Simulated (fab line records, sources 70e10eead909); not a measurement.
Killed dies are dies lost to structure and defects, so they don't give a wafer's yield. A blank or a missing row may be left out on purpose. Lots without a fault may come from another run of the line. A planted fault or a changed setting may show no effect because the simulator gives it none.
Chamber matching | flow nand_harc | NHARC_P_CONTACT_ALD_22 on ald_metal-04: 4 sister chambers
The step deposits TiN, target thk 3 nm, pulse time 1 s, ald cycles 150. 8 wafers are shown with their chamber, then 12 later ones without.

WAFERS WITH THEIR CHAMBER
wafer  | chamber | heater_power_w (W) | precursor_pulse_height_rel
L085.1 | 2       | 1184               | 0.994
L085.6 | 1       | 973                | 1.015
L086.1 | 1       | 966                | 0.987
L086.2 | 2       | 1193               | 1.005
L086.3 | 0       | 1067               | 0.994
L086.4 | 3       | 1194               | 0.995
L086.5 | 0       | 1056               | 1.012
L086.6 | 3       | 1217               | 0.979

WAFERS WITHOUT THEIR CHAMBER
wafer  | heater_power_w (W) | precursor_pulse_height_rel
L090.1 | 1202               | 0.979
L090.3 | 983                | 0.986
L090.4 | 1188               | 1.002
L093.2 | 986                | 1.009
L093.4 | 1169               | 0.962
L093.5 | 1152               | 1.006
L096.3 | 935                | 1.001
L096.4 | 1204               | 1.012
L096.6 | 1192               | 1.024
L097.3 | 1030               | 0.967
L097.5 | 1071               | 1.028
L097.6 | 1218               | 1.001

WHICH CHAMBER EACH WENT THROUGH
wafer  | from the rows above     | in truth
L090.1 | can't be placed: 3 or 2 | 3
L090.3 | 1                       | 1
L090.4 | can't be placed: 2 or 3 | 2
L093.2 | 1                       | 1
L093.4 | can't be placed: 2 or 3 | 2
L093.5 | can't be placed: 2 or 3 | 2
L096.3 | 1                       | 1
L096.4 | can't be placed: 2 or 3 | 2
L096.6 | can't be placed: 2 or 3 | 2
L097.3 | 0                       | 0
L097.5 | 0                       | 0
L097.6 | can't be placed: 3 or 2 | 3
Placed correctly: 5 of 12. Can't be placed from these rows: 7 (the true chamber is among the candidates in 7). Placed wrongly: 0.
How it was worked out, from the rows above alone: a wafer's distance from a chamber is the root of the sum, over the readings, of the square of ((its reading less the chamber's mean) divided by the reading's scatter). The wafer belongs to the nearest chamber; if the next one is less than 2 further off, it can't be placed. A chamber's mean is the mean of its shown wafers. The scatter: the root of (the sum of the squares of (reading less its chamber's mean) over the shown wafers, divided by (wafers less chambers)).
